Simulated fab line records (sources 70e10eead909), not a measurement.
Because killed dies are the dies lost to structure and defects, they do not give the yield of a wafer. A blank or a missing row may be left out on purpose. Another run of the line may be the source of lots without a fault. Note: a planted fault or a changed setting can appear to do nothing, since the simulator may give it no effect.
fab line records	flow nand_harc
record lots=12	wafers=36	last_day=24
route steps=1159 shown A_SLIT@803 A_WL_FILL@809 END@1159
lots that met no fault: from a run of the same line without faults
start_h: hours from the record's opening day to when the first of the lot's shown wafers began	wait_h: time in hours since the lot's previous step	" unchanged from the row above	L1.1+2: a single row standing in for several wafers	- either no value or no given start	* or withheld: withheld	< > ~ a bound
route shown NAME@n: NAME is a module with steps in the file, n the number in the route of the first one	usual: mean and standard deviation over wafers with no fault	same: alike in all rows	chamber/n: place in a boat	sites: readings site by site	_std_site: their standard deviation	_edge_site: outer sites' mean less inner sites'	radius_mm: how far each site lies from the wafer's centre	mask NAME#n: copy n	behind: the tool/chamber that last shaped the wafer	hold: why the lot went on hold/how many hours it stayed there/how the hold came to an end	device: the transistor (n, p or np) that didn't switch	end of line: the same wafers' tests at the end of the route	step lacking rows: just its recipe	killed: dies lost to structure and defects at the first sort, not the wafer's yield	map: the dies of a wafer, with x for killed, . for not killed, _ for no die there
set.NAME: the setting as run; set.NAME@STEP: as run at that earlier step	model.NAME: the simulator's own value behind a step, which no gauge read
route steps across a sampled set of lots; one table per step, one row per wafer
services: the hour from which a tool's chamber was out of use, counted from the record's first day as start_h (under 0 if before that day), plus the number of hours and why
## steps
# step NHARC_A_SLIT_CD_MEAS_21
# usual cd_nm=289.3/0.8
lot.wafer	tool	chamber	start_h	wait_h	cd_nm
L396.1	cd_sem-03	-	326.95	-	289.2
L396.2	"	-	"	"	290.5
L396.5	"	-	"	"	289.5
L398.1	cd_sem-01	-	338.45	-	289.0
L398.4	"	-	"	"	289.0
L398.6	"	-	"	"	288.8
L401.2	cd_sem-02	-	346.72	-	288.9
L401.5	"	-	"	"	289.0
L401.6	"	-	"	"	288.7
L404.1	cd_sem-02	-	371.87	-	289.7
L404.5	"	-	"	"	290.0
L404.6	"	-	"	"	290.0
L403.2	cd_sem-02	-	372.07	-	289.0
L403.5	"	-	"	"	289.5
L403.6	"	-	"	"	290.0
L405.1	cd_sem-01	-	387.89	-	289.3
L405.2	"	-	"	"	289.7
L405.3	"	-	"	"	289.3
L410.3	cd_sem-01	-	403.34	-	286.8
L410.5	"	-	"	"	286.9
L410.6	"	-	"	"	287.1
L411.1	cd_sem-02	-	423.57	-	289.8
L411.3	"	-	"	"	289.1
L411.6	"	-	"	"	289.6
L409.1	cd_sem-02	-	424.57	-	290.2
L409.4	"	-	"	"	289.5
L409.6	"	-	"	"	289.4
L418.2	cd_sem-01	-	459.33	-	289.1
L418.3	"	-	"	"	288.9
L418.4	"	-	"	"	288.9
L417.1	cd_sem-03	-	460.96	-	288.9
L417.2	"	-	"	"	288.9
L417.4	"	-	"	"	289.0
L419.1	cd_sem-01	-	468.12	-	290.3
L419.4	"	-	"	"	290.2
L419.5	"	-	"	"	290.0
# step NHARC_A_WL_FILL_ALD_00
# recipe target_thk_a=30	pulse_time_s=3	ald_cycles=30	temp_c=300	material=Al2O3
# usual heater_power_w=461/60	precursor_pulse_height_rel=0.999/0.018
# same pulse_time_s=3
lot.wafer	tool	chamber	start_h	wait_h	heater_power_w	precursor_pulse_height_rel
L396.1	ald_hk-01	3	333.12	0.1	420	1.002
L396.2	"	2	"	"	399	1.046
L396.5	"	0	"	"	501	0.995
L398.4	ald_hk-03	2	346.37	0.2	448	0.981
L398.1	"	1	"	"	380	0.977
L398.6	"	3	"	"	414	1.007
L401.2	ald_hk-04	3	353.85	0.1	538	0.984
L401.6	"	2	"	"	518	1.002
L401.5	"	3	"	"	554	0.978
L403.2	ald_hk-04	0	379.67	0.1	551	0.999
L403.5	"	1	"	"	537	1.005
L403.6	"	2	"	"	519	1.030
L404.1	ald_hk-04	1	379.78	0.3	534	1.016
L404.6	"	0	"	"	540	1.016
L404.5	"	1	"	"	535	0.999
L405.2	ald_hk-03	3	394.07	0.1	423	0.979
L405.1	"	0	"	"	376	1.041
L405.3	"	1	"	"	382	0.963
L410.3	ald_hk-04	0	411.15	0.1	544	1.008
L410.6	"	1	"	"	538	0.995
L410.5	"	2	"	"	532	0.994
L411.1	ald_hk-01	3	431.43	0.1	455	1.008
L411.3	"	0	"	"	468	0.985
L411.6	"	3	"	"	437	0.997
L409.1	ald_hk-04	0	431.49	0.1	561	1.000
L409.4	"	1	"	"	539	0.989
L409.6	"	3	"	"	552	0.995
L417.1	ald_hk-01	3	467.10	0.1	440	0.984
L417.4	"	0	"	"	483	1.020
L417.2	"	1	"	"	407	1.034
L418.4	ald_hk-03	0	467.10	0.1	384	0.983
L418.3	"	1	"	"	375	0.972
L418.2	"	2	"	"	474	0.982
L419.4	ald_hk-01	0	475.92	0.1	477	1.001
L419.1	"	2	"	"	412	1.029
L419.5	"	3	"	"	450	1.005
# step NHARC_A_WL_FILL_ETCHBACK_05
# recipe target_depth_a=220	time_s=60	temp_c=40	chemistry=Cl2/BCl3
# usual drypump_motor_current_A=5.7/0.49	he_backside_leak_sccm=3.36/0.17	oes_product_au=0.999/0.0077
lot.wafer	tool	chamber	start_h	wait_h	drypump_motor_current_A	he_backside_leak_sccm	oes_product_au	rf_hours_counter_h
L396.2	rie_metal-03	1	337.57	0.2	5.1	3.37	0.992	2.4
L396.1	"	0	"	"	6.5	3.63	1.004	0.8
L396.5	"	0	"	"	6.5	3.58	0.992	-
L398.1	rie_metal-01	1	352.52	0.2	5.9	3.33	0.996	0.4
L398.4	"	0	"	"	5.8	3.13	1.004	-
L398.6	"	0	"	"	5.8	3.13	0.990	-
L401.2	rie_metal-01	1	358.32	0.2	5.9	3.16	0.990	0.7
L401.6	"	0	"	"	5.8	3.20	0.992	-
L401.5	"	1	"	"	5.9	3.49	1.002	-
L403.2	rie_metal-03	0	390.20	0.2	6.5	3.34	1.007	2.7
L403.5	"	1	"	"	5.1	3.16	1.008	-
L403.6	"	0	"	"	6.5	3.23	1.005	-
L404.1	rie_metal-01	1	393.05	0.2	5.9	3.21	0.997	1.6
L404.5	"	0	"	"	5.8	3.10	1.004	-
L404.6	"	1	"	"	5.9	3.50	0.996	-
L405.1	rie_metal-03	1	398.64	0.2	5.2	3.33	0.997	4.5
L405.2	"	0	"	"	6.5	3.49	0.994	2.9
L405.3	"	0	"	"	6.5	3.48	0.995	-
L410.3	rie_metal-02	0	416.78	0.1	5.5	3.33	1.010	-
L410.5	"	1	"	"	4.9	3.47	1.007	-
L410.6	"	0	"	"	5.5	3.42	0.993	-
L411.1	rie_metal-01	0	435.89	0.2	5.8	3.20	0.993	2.9
L411.3	"	1	"	"	5.9	3.34	1.001	-
L411.6	"	0	"	"	5.8	3.26	0.983	-
L409.1	rie_metal-02	0	435.90	0.2	5.5	3.30	1.013	1.4
L409.4	"	0	"	"	5.5	3.26	0.997	-
L409.6	"	0	"	"	5.5	3.41	1.011	-
L418.2	rie_metal-03	0	471.56	0.2	6.5	3.49	1.012	0.1
L418.3	"	0	"	"	6.5	3.47	1.014	-
L418.4	"	1	"	"	5.1	3.35	0.994	-
L417.1	rie_metal-01	0	472.07	0.2	5.8	3.15	0.994	3.8
L417.2	"	1	"	"	5.9	3.56	0.988	3.8
L417.4	"	0	"	"	5.8	3.26	0.985	-
L419.1	rie_metal-01	0	480.50	0.2	5.8	3.21	0.992	4.1
L419.4	"	1	"	"	5.9	3.50	0.993	-
L419.5	"	0	"	"	5.8	3.29	0.988	-
# step NHARC_A_WL_FILL_CMP_12
# recipe t_overpolish_s=30	target_thk_nm=75
# usual motor_current_A=12.3/1.3	overpolish_run_s=30.001/0.0086	time_to_endpoint_s=14.9/2
lot.wafer	tool	chamber	start_h	wait_h	motor_current_A	overpolish_run_s	time_to_endpoint_s
L396.1	cmp-02	1	365.42	3.6	13.1	30.016	11.9
L396.2	"	3	"	"	11.8	29.992	13.0
L396.5	"	1	"	"	12.4	29.998	11.8
L401.2	cmp-01	3	381.78	3.6	10.9	30.012	15.4
L401.6	"	1	"	"	14.6	29.985	15.0
L401.5	"	2	"	"	12.3	30.009	14.4
L398.1	cmp-01	1	382.07	3.6	14.6	29.991	17.3
L398.4	"	2	"	"	12.3	30.008	16.5
L398.6	"	3	"	"	11.8	29.998	16.8
L403.2	cmp-01	0	411.82	4.4	13.2	30.008	14.7
L403.5	"	1	"	"	14.4	29.998	12.8
L403.6	"	2	"	"	12.3	30.010	14.4
L404.1	cmp-03	2	412.31	4.3	11.5	29.992	15.3
L404.6	"	2	"	"	11.7	30.002	14.2
L404.5	"	3	"	"	11.7	30.012	14.6
L405.3	cmp-01	1	423.60	2.2	14.8	30.002	11.7
L405.1	"	2	"	"	11.8	30.022	12.8
L405.2	"	0	"	"	13.5	29.999	16.6
L410.3	cmp-02	0	440.17	2.9	12.7	30.005	19.5
L410.5	"	0	"	"	12.3	30.000	14.1
L410.6	"	1	"	"	13.0	29.989	17.4
L409.1	cmp-01	3	456.96	3.7	12.0	30.009	17.9
L409.4	"	0	"	"	12.9	29.994	16.4
L409.6	"	3	"	"	11.7	29.990	17.5
L411.3	cmp-01	2	458.52	2.9	12.1	30.008	12.7
L411.1	"	0	"	"	13.4	30.006	15.7
L411.6	"	2	"	"	12.5	30.002	13.5
L417.1	cmp-03	0	494.66	3.6	10.6	29.985	15.7
L417.2	"	2	"	"	11.3	29.996	19.6
L417.4	"	3	"	"	12.7	30.012	15.6
L418.4	cmp-02	1	495.04	2.9	13.0	30.001	12.4
L418.3	"	2	"	"	10.7	30.007	15.5
L418.2	"	0	"	"	12.5	30.020	13.8
L419.4	cmp-02	0	505.75	2.2	12.2	30.008	14.5
L419.1	"	2	"	"	10.8	29.990	14.8
L419.5	"	1	"	"	13.6	30.010	13.8
# step NHARC_A_WL_FILL_INSPECT_15
# usual raw_defect_count=406/130
lot.wafer	tool	chamber	start_h	wait_h	hold	raw_defect_count
L396.1	defect_inspect-01	-	365.89	0.0	-	261
L396.2	"	-	"	"	-	292
L396.5	"	-	"	"	-	296
L401.2	defect_inspect-01	-	382.22	0.0	-	443
L401.5	"	-	"	"	-	393
L401.6	"	-	"	"	-	599
L398.1	defect_inspect-02	-	382.49	0.0	-	644
L398.4	"	-	"	"	-	624
L398.6	"	-	"	"	-	619
L403.2	defect_inspect-01	-	412.21	0.0	-	363
L403.5	"	-	"	"	-	304
L403.6	"	-	"	"	-	413
L404.1	defect_inspect-01	-	412.80	0.0	-	437
L404.5	"	-	"	"	-	525
L404.6	"	-	"	"	-	533
L405.1	defect_inspect-01	-	424.07	0.0	-	419
L405.2	"	-	"	"	-	455
L405.3	"	-	"	"	-	470
L410.3	defect_inspect-02	-	440.64	0.0	-	372
L410.5	"	-	"	"	-	316
L410.6	"	-	"	"	-	686
L409.1	defect_inspect-01	-	457.41	0.0	await_dispo/0.2h/release	1304
L409.4	"	-	"	"	await_dispo/0.2h/release	1487
L409.6	"	-	"	"	await_dispo/0.2h/release	1471
L409.1	defect_inspect-01	-	457.58	0.2	-	1316
L409.4	"	-	"	"	-	1460
L409.6	"	-	"	"	-	1462
L411.1	defect_inspect-01	-	459.01	0.0	await_dispo/0.2h/release	1310
L411.3	"	-	"	"	await_dispo/0.2h/release	1667
L411.6	"	-	"	"	await_dispo/0.2h/release	1606
L411.1	defect_inspect-01	-	459.18	0.2	-	1340
L411.3	"	-	"	"	-	1669
L411.6	"	-	"	"	-	1585
L417.1	defect_inspect-02	-	495.12	0.0	-	305
L417.2	"	-	"	"	-	266
L417.4	"	-	"	"	-	288
L418.2	defect_inspect-01	-	495.52	0.0	-	300
L418.3	"	-	"	"	-	551
L418.4	"	-	"	"	-	633
L419.1	defect_inspect-02	-	506.24	0.0	-	381
L419.4	"	-	"	"	-	339
L419.5	"	-	"	"	-	397
# step NHARC_END_SORT_01
# recipe temp_c=25
# usual defect_limited_yield=95.6/1.3	killed_at_array=26/8.6	killed_at_other=0.7/0.97	killed_at_periphery=3.2/2.2	killed_dies=30/8.9	killed_open=3.1/1.8	killed_short=2.2/1.8	sort_bin_2_pct=1.4/0.58	sort_bin_3_pct=0.24/0.18	sort_bin_4_pct=2.8/0.9	sort_n_pass=647/8.9	sort_rim_yield_pct=95.5/2.5	sort_yield_pct=95.6/1.3
# same gross_dies=677	sort_bin_5_pct[%]=0	sort_bin_6_pct[%]=0	sort_bin_7_pct[%]=0	sort_bin_8_pct[%]=0	sort_rim_n_gross=106.00
lot.wafer	tool	chamber	start_h	wait_h	defect_limited_yield[%]	killed_at_array	killed_at_other	killed_at_periphery	killed_dies	killed_open	killed_short	sort_bin_2_pct[%]	sort_bin_3_pct[%]	sort_bin_4_pct[%]	sort_n_pass	sort_rim_yield_pct[%]	sort_yield_pct[%]
L396.1	prober-01	0	442.40	2.5	95.4	29	1	1	31	2	1	1.2	0	3.4	646	91.5	95.4
L396.2	prober-01	0	443.19	2.8	95.6	26	0	4	30	4	2	1.5	0.30	2.7	647	97.2	95.6
L396.5	prober-01	0	445.55	3.6	95.3	30	1	1	32	1	1	1.5	0.30	3.0	645	97.2	95.3
L401.2	prober-01	0	459.12	2.8	98.1	11	0	2	13	1	4	0.9	0.15	0.9	664	99.1	98.1
L401.5	prober-01	0	461.53	3.7	98.2	8	1	3	12	0	4	0.7	0	1.0	665	97.2	98.2
L401.6	prober-01	0	462.33	4.0	96.8	18	1	3	22	4	2	1.3	0.15	1.8	655	99.1	96.8
L398.1	prober-02	0	472.28	2.5	96.2	25	0	1	26	2	1	1.2	0.30	2.4	651	96.2	96.2
L398.4	prober-02	0	474.66	3.4	95.4	23	0	8	31	7	2	1.8	0	2.8	646	95.3	95.4
L398.6	prober-02	0	476.25	4.0	94.5	31	0	6	37	2	5	1.3	0.30	3.8	640	98.1	94.5
L404.1	prober-01	0	489.85	2.5	95.9	26	0	2	28	4	5	1.6	0.30	2.2	649	96.2	95.9
L404.5	prober-01	0	493.07	3.7	95.1	27	1	5	33	5	4	1.2	0	3.7	644	94.3	95.1
L404.6	prober-01	0	493.87	4.0	95.9	24	1	3	28	4	3	0.6	0	3.5	649	97.2	95.9
L403.2	prober-02	0	490.66	2.8	95.7	26	0	3	29	1	4	0.7	0.30	3.2	648	95.3	95.7
L403.5	prober-02	0	493.06	3.7	95.1	30	0	3	33	3	5	1.5	0.30	3.1	644	93.4	95.1
L403.6	prober-02	0	493.86	4.0	95.1	30	0	3	33	2	7	1.2	0.15	3.5	644	92.5	95.1
L405.1	prober-01	0	501.53	2.5	96.2	19	3	4	26	2	3	1.0	0.44	2.4	651	95.3	96.2
L405.2	prober-01	0	502.35	2.8	93.9	31	6	4	41	3	0	1.6	0.15	4.3	636	92.5	93.9
L405.3	prober-01	0	503.17	3.1	95.3	27	1	4	32	2	1	1.5	0.15	3.1	645	91.5	95.3
L410.3	prober-02	0	513.76	3.1	91.3	59	0	0	59	8	0	2.2	0.44	6.1	618	91.5	91.3
L410.5	prober-02	0	515.34	3.7	93.6	42	1	0	43	2	1	1.8	0.30	4.3	634	97.2	93.6
L410.6	prober-02	0	516.13	4.0	93.1	45	0	2	47	5	3	2.1	0.59	4.3	630	87.7	93.1
L417.1	prober-01	0	567.68	2.5	96.8	16	0	6	22	5	0	1.0	0.15	2.1	655	97.2	96.8
L417.2	prober-01	0	568.48	2.8	96.3	23	1	1	25	2	1	0.6	0.44	2.7	652	96.2	96.3
L417.4	prober-01	0	570.08	3.4	97.0	18	0	2	20	3	5	0.9	0.15	1.9	657	98.1	97.0
L418.2	prober-02	0	572.43	2.8	97.3	17	0	1	18	5	0	0.6	0.15	1.9	659	98.1	97.3
L418.3	prober-02	0	573.24	3.1	96.3	20	0	5	25	4	1	0.6	0	3.1	652	97.2	96.3
L418.4	prober-02	0	574.04	3.4	97.0	19	0	1	20	2	3	1.5	0.44	1.0	657	97.2	97.0
L419.1	prober-01	0	580.46	2.5	97.9	11	0	3	14	1	2	0.4	0.15	1.5	663	96.2	97.9
L419.4	prober-01	0	582.85	3.4	97.9	9	1	4	14	1	2	0.3	0.15	1.6	663	96.2	97.9
L419.5	prober-01	0	583.65	3.7	97.3	14	2	2	18	8	2	1.0	0	1.6	659	99.1	97.3
# killed by level:class
L396.1 A_CHANNEL_HOLE_D1:chamber_film_flake=16 A_SLIT:chamber_film_flake=4 A_ZERO_WELL:chamber_film_flake=2 A_STAIRCASE:chamber_film_flake=2 A_WL_FILL:chamber_film_flake=2 A_SGD_CUT:geometric_particle:open=1 A_WL_FILL:geometric_particle:short=1 A_WL_FILL:geometric_particle:open=1
L396.2 A_CHANNEL_HOLE_D1:chamber_film_flake=12 A_SLIT:chamber_film_flake=5 A_STAIRCASE:chamber_film_flake=3 P_BONDPAD:chamber_film_flake=2 P_M0:geometric_particle:short=1 A_SOURCE_PLATE:geometric_particle:open=1 A_CHANNEL_FILL_D1:geometric_particle:open=1 A_WL_FILL:geometric_particle:open=1
L396.5 A_CHANNEL_HOLE_D1:chamber_film_flake=16 A_SLIT:chamber_film_flake=7 A_ZERO_WELL:chamber_film_flake=2 A_CONTACT:chamber_film_flake=2 A_CHANNEL_HOLE_D1:geometric_particle:short=1 A_M0:geometric_particle:open=1 P_STI:chamber_film_flake=1 A_STAIRCASE:chamber_film_flake=1
L401.2 A_STAIRCASE:chamber_film_flake=3 A_ONON_D1:geometric_particle:short=2 P_GATE:geometric_particle:short=1 A_WL_FILL:geometric_particle:short=1 A_CONTACT:geometric_particle:open=1 P_STI:chamber_film_flake=1 A_CHANNEL_HOLE_D1:chamber_film_flake=1 A_WL_FILL:chamber_film_flake=1
L401.5 A_CHANNEL_HOLE_D1:chamber_film_flake=3 A_ONON_D1:geometric_particle:short=2 P_ZERO_WELL:chamber_film_flake=2 A_STAIRCASE:chamber_film_flake=2 P_CONTACT:geometric_particle:short=1 A_WL_FILL:geometric_particle:short=1 THIN_TSV:chamber_film_flake=1
L401.6 A_CHANNEL_HOLE_D1:chamber_film_flake=5 P_ZERO_WELL:chamber_film_flake=3 A_STAIRCASE:chamber_film_flake=3 A_ONON_D1:geometric_particle:short=2 A_CONTACT:chamber_film_flake=2 A_ONON_D1:geometric_particle:open=1 A_STAIRCASE:geometric_particle:open=1 A_WL_FILL:geometric_particle:open=1
L398.1 A_SLIT:chamber_film_flake=11 A_CHANNEL_HOLE_D1:chamber_film_flake=5 A_STAIRCASE:chamber_film_flake=3 A_SOURCE_PLATE:geometric_particle:short=1 A_ONON_D1:geometric_particle:open=1 A_BLC:geometric_particle:open=1 P_ZERO_WELL:chamber_film_flake=1 A_ZERO_WELL:chamber_film_flake=1
L398.4 A_SLIT:chamber_film_flake=10 P_ZERO_WELL:chamber_film_flake=4 A_CHANNEL_HOLE_D1:chamber_film_flake=4 P_M0:geometric_particle:open=3 A_STAIRCASE:chamber_film_flake=3 P_GATE:geometric_particle:open=1 A_SOURCE_PLATE:geometric_particle:open=1 A_ONON_D1:geometric_particle:open=1
L398.6 A_SLIT:chamber_film_flake=11 A_STAIRCASE:chamber_film_flake=6 P_ZERO_WELL:chamber_film_flake=4 A_CHANNEL_HOLE_D1:chamber_film_flake=3 A_WL_FILL:chamber_film_flake=3 A_CHANNEL_HOLE_D1:geometric_particle:short=2 A_CHANNEL_FILL_D1:chamber_film_flake=2 P_GATE:geometric_particle:short=1
L404.1 A_CHANNEL_HOLE_D1:chamber_film_flake=11 A_STAIRCASE:chamber_film_flake=3 A_WL_FILL:geometric_particle:short=2 A_CONTACT:geometric_particle:open=2 P_GATE:chamber_film_flake=2 A_CONTACT:chamber_film_flake=2 A_CHANNEL_HOLE_D1:geometric_particle:short=1 A_CHANNEL_HOLE_D1:geometric_particle:open=1
L403.2 A_SLIT:chamber_film_flake=9 A_STAIRCASE:chamber_film_flake=6 A_CONTACT:chamber_film_flake=4 P_ZERO_WELL:chamber_film_flake=2 A_SOURCE_PLATE:geometric_particle:short=1 A_CHANNEL_FILL_D1:geometric_particle:short=1 A_SGD_CUT:geometric_particle:short=1 A_WL_FILL:geometric_particle:short=1
L403.5 A_SLIT:chamber_film_flake=10 A_STAIRCASE:chamber_film_flake=6 A_CONTACT:chamber_film_flake=4 A_WL_FILL:geometric_particle:short=2 A_CHANNEL_HOLE_D1:chamber_film_flake=2 P_M1:geometric_particle:short=1 A_ONON_D1:geometric_particle:short=1 A_CHANNEL_FILL_D1:geometric_particle:open=1
L404.5 A_CHANNEL_HOLE_D1:chamber_film_flake=16 A_STAIRCASE:chamber_film_flake=3 P_CONTACT:geometric_particle:open=2 A_ONON_D1:geometric_particle:short=2 P_GATE:chamber_film_flake=2 A_CONTACT:chamber_film_flake=2 P_M0:geometric_particle:short=1 A_CHANNEL_FILL_D1:geometric_particle:short=1
L403.6 A_SLIT:chamber_film_flake=12 A_STAIRCASE:chamber_film_flake=3 A_WL_FILL:geometric_particle:short=2 A_BLC:geometric_particle:short=2 P_GATE:chamber_film_flake=2 A_CHANNEL_HOLE_D1:chamber_film_flake=2 A_CHANNEL_FILL_D1:chamber_film_flake=2 A_CONTACT:chamber_film_flake=2
L404.6 A_CHANNEL_HOLE_D1:chamber_film_flake=16 A_CONTACT:geometric_particle:open=2 A_ZERO_WELL:chamber_film_flake=2 P_CONTACT:geometric_particle:open=1 P_CONTACT:geometric_particle:short=1 A_CHANNEL_FILL_D1:geometric_particle:short=1 A_CHANNEL_FILL_D1:geometric_particle:open=1 A_SGD_CUT:geometric_particle:short=1
L405.1 A_CHANNEL_HOLE_D1:chamber_film_flake=11 A_STAIRCASE:chamber_film_flake=4 THIN_TSV:chamber_film_flake=3 A_CONTACT:geometric_particle:short=2 P_M0:chamber_film_flake=2 P_M0:geometric_particle:open=1 P_M2:geometric_particle:short=1 A_CHANNEL_HOLE_D1:geometric_particle:open=1
L405.2 A_CHANNEL_HOLE_D1:chamber_film_flake=17 A_STAIRCASE:chamber_film_flake=7 THIN_TSV:chamber_film_flake=6 A_CONTACT:chamber_film_flake=4 A_CONTACT:geometric_particle:open=2 P_GATE:chamber_film_flake=2 P_M0:chamber_film_flake=2 A_CHANNEL_FILL_D1:geometric_particle:open=1
L405.3 A_CHANNEL_HOLE_D1:chamber_film_flake=19 A_STAIRCASE:chamber_film_flake=4 A_CONTACT:chamber_film_flake=2 P_M0:geometric_particle:open=1 A_WL_FILL:geometric_particle:short=1 A_BLC:geometric_particle:open=1 P_GATE:chamber_film_flake=1 P_M0:chamber_film_flake=1
L410.3 A_CHANNEL_HOLE_D1:chamber_film_flake=24 A_SLIT:chamber_film_flake=19 A_STAIRCASE:chamber_film_flake=6 A_ONON_D1:geometric_particle:open=3 A_BLC:geometric_particle:open=3 A_WL_FILL:geometric_particle:open=1 A_CONTACT:geometric_particle:open=1 A_WL_FILL:chamber_film_flake=1
L410.5 A_CHANNEL_HOLE_D1:chamber_film_flake=17 A_SLIT:chamber_film_flake=12 A_STAIRCASE:chamber_film_flake=4 A_CONTACT:chamber_film_flake=4 A_WL_FILL:chamber_film_flake=3 A_CONTACT:geometric_particle:short=1 A_CONTACT:geometric_particle:open=1 STARTING-WAFER:geometric_particle:open=1
L410.6 A_CHANNEL_HOLE_D1:chamber_film_flake=19 A_SLIT:chamber_film_flake=16 A_STAIRCASE:chamber_film_flake=2 P_M1:geometric_particle:open=1 P_M2:geometric_particle:open=1 A_SOURCE_PLATE:geometric_particle:open=1 A_CHANNEL_FILL_D1:geometric_particle:short=1 A_SGD_CUT:geometric_particle:short=1
L417.1 A_CONTACT:chamber_film_flake=6 P_M0:chamber_film_flake=4 A_CHANNEL_HOLE_D1:chamber_film_flake=4 A_ONON_D1:geometric_particle:open=2 P_GATE:geometric_particle:open=1 P_M1:geometric_particle:open=1 A_BLC:geometric_particle:open=1 A_STAIRCASE:chamber_film_flake=1
L417.2 A_CHANNEL_HOLE_D1:chamber_film_flake=8 A_M0:chamber_film_flake=4 A_CONTACT:chamber_film_flake=3 A_ZERO_WELL:chamber_film_flake=2 A_CHANNEL_FILL_D1:geometric_particle:short=1 A_BLC:geometric_particle:open=1 A_M0:geometric_particle:open=1 P_M0:chamber_film_flake=1
L417.4 A_CHANNEL_FILL_D1:geometric_particle:short=2 A_WL_FILL:chamber_film_flake=2 A_CHANNEL_HOLE_D1:chamber_film_flake=2 A_STAIRCASE:chamber_film_flake=2 A_M0:chamber_film_flake=2 P_M0:geometric_particle:open=1 A_ONON_D1:geometric_particle:short=1 A_ONON_D1:geometric_particle:open=1
L418.2 A_CHANNEL_HOLE_D1:chamber_film_flake=4 A_WL_FILL:chamber_film_flake=4 A_CONTACT:geometric_particle:open=2 A_SGD_CUT:chamber_film_flake=2 A_CHANNEL_FILL_D1:geometric_particle:open=1 A_SGD_CUT:geometric_particle:open=1 P_GATE:chamber_film_flake=1 A_M1:geometric_particle:open=1
L418.3 A_CHANNEL_HOLE_D1:chamber_film_flake=11 A_CHANNEL_FILL_D1:geometric_particle:open=2 P_GATE:chamber_film_flake=2 P_M0:chamber_film_flake=2 A_WL_FILL:chamber_film_flake=2 P_CONTACT:geometric_particle:open=1 A_WL_FILL:geometric_particle:short=1 A_CONTACT:geometric_particle:open=1
L418.4 A_CHANNEL_HOLE_D1:chamber_film_flake=7 A_WL_FILL:chamber_film_flake=4 A_STAIRCASE:chamber_film_flake=2 A_CHANNEL_FILL_D1:geometric_particle:short=1 A_CONTACT:geometric_particle:short=1 A_CONTACT:geometric_particle:open=1 A_BLC:geometric_particle:open=1 A_BLC:geometric_particle:short=1
L419.1 A_CONTACT:chamber_film_flake=4 A_CHANNEL_HOLE_D1:unspecified=2 P_GATE:geometric_particle:short=1 P_M0:geometric_particle:open=1 A_CHANNEL_FILL_D1:geometric_particle:short=1 P_GATE:chamber_film_flake=1 A_CHANNEL_HOLE_D1:chamber_film_flake=1 A_STAIRCASE:chamber_film_flake=1
L419.4 A_CONTACT:chamber_film_flake=3 P_GATE:chamber_film_flake=2 P_STI:geometric_particle:short=1 A_ONON_D1:geometric_particle:short=1 A_M1:geometric_particle:open=1 P_STI:chamber_film_flake=1 A_CHANNEL_HOLE_D1:unspecified=1 A_CHANNEL_FILL_D1:chamber_film_flake=1
L419.5 A_CONTACT:geometric_particle:open=3 A_CHANNEL_HOLE_D1:unspecified=2 A_CONTACT:chamber_film_flake=2 THIN_TSV:chamber_film_flake=2 P_CONTACT:geometric_particle:open=1 P_M1:geometric_particle:open=1 A_SOURCE_PLATE:geometric_particle:short=1 A_SOURCE_PLATE:geometric_particle:open=1
## services
tool	chamber	start_h	hours	kind
cmp-01	-	319.85	0.5	repair
cmp-02	-	320.51	0.8	repair
ald_hk-03	-	325.57	10.0	pm
cmp-02	-	326.50	4.0	pm
rie_metal-01	-	332.00	9.0	pm
cmp-01	-	332.05	0.3	repair
cmp-01	-	335.04	1.0	repair
cmp-03	-	341.71	1.4	repair
cmp-03	-	352.00	4.0	pm
cmp-01	-	363.92	5.2	repair
cmp-02	-	365.68	2.0	repair
cmp-01	-	375.51	4.0	pm
cmp-02	-	379.58	2.0	repair
cmp-01	-	384.66	6.4	repair
rie_metal-02	-	388.00	9.0	pm
cmp-01	-	401.00	1.9	repair
cmp-02	-	424.51	4.0	pm
cmp-01	-	448.42	0.7	repair
cmp-03	-	450.00	4.0	pm
rie_metal-03	-	453.00	9.0	pm
rie_metal-01	0	464.32	2.0	repair
cmp-02	-	469.53	0.8	repair
cmp-01	-	473.51	4.0	pm
ald_hk-03	-	505.23	10.0	pm
## key
first_sign step=NHARC_A_WL_FILL_INSPECT_15	reading=visit	direction=added
effect step=NHARC_A_WL_FILL_INSPECT_15	reading=raw_defect_count	direction=up	sigmas=8.5	usual=406	struck=1474
met_at NHARC_A_WL_FILL_CMP_12
struck_lots L409,L411
scrapped_behind NHARC_A_CONTACT_INSPECT_44 L409.1,L409.4,L409.6,L411.1,L411.3,L411.6
not_acting_at NHARC_A_SLIT_CD_MEAS_21,NHARC_A_WL_FILL_ALD_00,NHARC_A_WL_FILL_ETCHBACK_05
onset_between 423.60 456.96
fault kind=chamber_particle_source	tool=cmp-01	chamber=-	onset_h=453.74	steps=NHARC_A_WL_FILL_CMP_12	rate_per_visit_cm2=1.6332	end_h=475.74
